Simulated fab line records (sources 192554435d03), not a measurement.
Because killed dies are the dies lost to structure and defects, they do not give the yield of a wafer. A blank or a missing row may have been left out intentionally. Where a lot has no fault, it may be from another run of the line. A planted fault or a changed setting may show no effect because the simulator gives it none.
Comparing a struck lot with a sound one | flow n5Finfet | 14 steps out of a route of 1938
Sound: these wafers, L290.2, L290.4, L290.5. Struck: wafer L302.1 (left out: L302.4, L302.6 of the same lot, which were not struck); the cause appears at the end.
Order at every step that has rows: each side's tool, ch and its chambers, its first start. Under that, the readings that differ: sound wafers | struck wafers | difference of the means | sigmas: that difference in standard deviations of wafers without a fault.
alike: words and numbers the same on both sides, and readings whose means are apart by under 2 such deviations; not compared: readings that were withheld, readings missing a value for some wafer, numbers with overlapping values and no deviation given by the record, and bounds like >300 which may hide the same value.
The two part at a step that has a row with sigmas, a row that says differs or no value, or rows on one side only. Numbers that don't overlap but have no deviation are shown without sigmas and don't part them. Lack of a reading on every wafer of one side parts them only where that side has two or more wafers.

N5_SD_ACTIVATION_LSA_01: time 0.0008 s.
  sound on laserAnneal-01 ch 0, day 3 14:14; struck on laserAnneal-02 ch 0, day 6 11:07
  alike: wafer_temp_C_max
N5_SD_ACTIVATION_INSPECT_02: inspects for defects (darkfield).
  sound: defectInspect-02 at day 3 14:44; struck: defectInspect-02 at day 6 11:38
  alike: rawDefectCount
N5_ILD0_LINER_00: material SiNx, target thk 4 nm, pulse time 1 s, purge time 2 s.
  sound on aldSin-01 ch 0,1,2, day 3 14:46; struck on aldSin-02 ch 3, day 6 11:40
  alike: heaterPowerW, precursorPulseHeightRel
then, 2 steps without rows for these wafers: N5_ILD0_FCVD_FILL_01 (material SiO2 flowable, target thk 200 nm, time 328.3 s); N5_ILD0_CURE_02 (time 1800 s).
N5_ILD0_CMP_03: polishes, stops on SiNx, t overpolish 1.9 s, target thk 197.38 nm.
  sound on cmp-01 ch 0,2, day 3 17:10; struck on cmp-01 ch 2, day 6 14:05
  alike: motorCurrentA, overpolishRunS, timeToEndpointS
  not compared: padLifeWafers
N5_ILD0_THK_MEAS_04:
  sound: filmMetro-01 at day 3 17:25; struck: filmMetro-01 at day 6 14:20
  alike: thkNm
N5_ILD0_CMP_07: polishes SiO2 flowable, stops on poly-Si, t overpolish 1.18 s, target thk 138.88 nm.
  sound on cmp-01 ch 1,2,3, day 3 17:27; struck on cmp-04 ch 0, day 6 14:25
  alike: motorCurrentA
  not compared: padLifeWafers
N5_ILD0_THK_MEAS_08:
  sound: filmMetro-01 at day 3 17:45; struck: filmMetro-02 at day 6 14:40
reading    | sound             | struck | difference | sigmas
thkNm (nm) | 138.5 139.2 138.8 | 141.7  | +2.9       | +3
then, 1 step without rows for these wafers: N5_ILD0_PRECLEAN_10 (cleans in NF3:NH3, afs cycles 5, time 20 s, sublimation time 60 s).
N5_ILD0_ALD_15: deposits SiNx, target thk 24 nm, pulse time 1 s, ald cycles 480.
  sound on aldSin-04 ch 1,2,3, day 3 18:53; struck on aldSin-04 ch 3, day 6 16:53
reading                              | sound       | struck | difference | sigmas
aldCycles                            | 480 480 480 | 646    | +166       | 
model.SiNx_of_ILD0_ALD_15.thkNm (nm) | 24 24 24    | 32.2   | +8.2       | 
  alike: heaterPowerW, precursorPulseHeightRel
N5_ILD0_CMP_12: polishes SiNx, stops on poly-Si, t overpolish 6 s, target thk 17.67 nm.
  sound on cmp-04 ch 1,2, day 3 21:07; struck on cmp-03 ch 0, day 6 19:14
reading             | sound          | struck | difference | sigmas
timeToEndpointS (s) | 26.0 27.7 27.1 | 40.1   | +13.2      | +6
  alike: motorCurrentA
  not compared: padLifeWafers
N5_ILD0_THK_MEAS_13:
  sound: filmMetro-02 at day 3 21:22; struck: filmMetro-01 at day 6 19:29
  alike: thkNm
then, 1 step without rows for these wafers: N5_PASSIVATION_PROBE_49.

## WHERE THEY PART
Earliest at N5_ILD0_THK_MEAS_08; latest, in this record, at N5_ILD0_CMP_12. Later steps at which nothing parts them and some readings are alike: N5_ILD0_THK_MEAS_13.

WHY: what the simulator had put in
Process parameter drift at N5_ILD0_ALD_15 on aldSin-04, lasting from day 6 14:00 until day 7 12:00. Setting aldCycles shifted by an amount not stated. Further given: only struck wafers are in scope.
